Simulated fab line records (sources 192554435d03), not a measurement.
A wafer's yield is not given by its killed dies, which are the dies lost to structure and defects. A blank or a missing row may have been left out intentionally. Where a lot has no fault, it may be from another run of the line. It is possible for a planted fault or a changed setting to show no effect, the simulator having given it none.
Matching of chambers || flow n5-finfet || N5_SPACER0_ALD_07 on ald-sin-03 has 4 sister chambers
The step deposits SiNx, target thk 2 nm. 4 wafers are shown with their chamber, then 9 later ones without.

## EACH WAFER AND ITS CHAMBER
{"wafer": "L080.5", "chamber": 1, "heater-power-w (W)": 780}
{"wafer": "L080.6", "chamber": 0, "heater-power-w (W)": 742}
{"wafer": "L081.4", "chamber": 3, "heater-power-w (W)": 752}
{"wafer": "L081.5", "chamber": 2, "heater-power-w (W)": 828}

## WAFERS WITH NO CHAMBER GIVEN
{"wafer": "L083.3", "heater-power-w (W)": 808}
{"wafer": "L083.5", "heater-power-w (W)": 805}
{"wafer": "L083.6", "heater-power-w (W)": 738}
{"wafer": "L085.2", "heater-power-w (W)": 706}
{"wafer": "L085.3", "heater-power-w (W)": 765}
{"wafer": "L085.4", "heater-power-w (W)": 793}
{"wafer": "L089.2", "heater-power-w (W)": 773}
{"wafer": "L089.5", "heater-power-w (W)": 751}
{"wafer": "L089.6", "heater-power-w (W)": 753}

## CHAMBER TAKEN BY EACH
{"wafer": "L083.3", "from the rows above": "can't be placed: 2 or 1", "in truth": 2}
{"wafer": "L083.5", "from the rows above": "can't be placed: 2 or 1 or 3", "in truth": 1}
{"wafer": "L083.6", "from the rows above": "can't be placed: 0 or 3", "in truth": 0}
{"wafer": "L085.2", "from the rows above": "can't be placed: 0 or 3", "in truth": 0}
{"wafer": "L085.3", "from the rows above": "can't be placed: 3 or 1 or 0", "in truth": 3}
{"wafer": "L085.4", "from the rows above": "can't be placed: 1 or 2 or 3", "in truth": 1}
{"wafer": "L089.2", "from the rows above": "can't be placed: 1 or 3 or 0", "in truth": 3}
{"wafer": "L089.5", "from the rows above": "can't be placed: 3 or 0 or 1", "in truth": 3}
{"wafer": "L089.6", "from the rows above": "can't be placed: 3 or 0 or 1", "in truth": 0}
Correct placement for 0 of the 9. From these rows, 9 cannot be placed; in 9 the true chamber is one of the candidates. Wrongly placed: 0.
How it was worked out, from the rows above alone: a wafer's distance from a chamber is the root of the sum, over the readings, of the square of ((its reading less the chamber's mean) divided by the reading's scatter). If the next closest chamber is less than 2 further off than the closest, the wafer can't be placed; otherwise it belongs to the closest. The mean given for a chamber averages the wafers shown for that chamber. The scatter (one wafer shown for each chamber): square how far every hidden wafer sits from the nearest shown wafer, average those squares and take the square root.
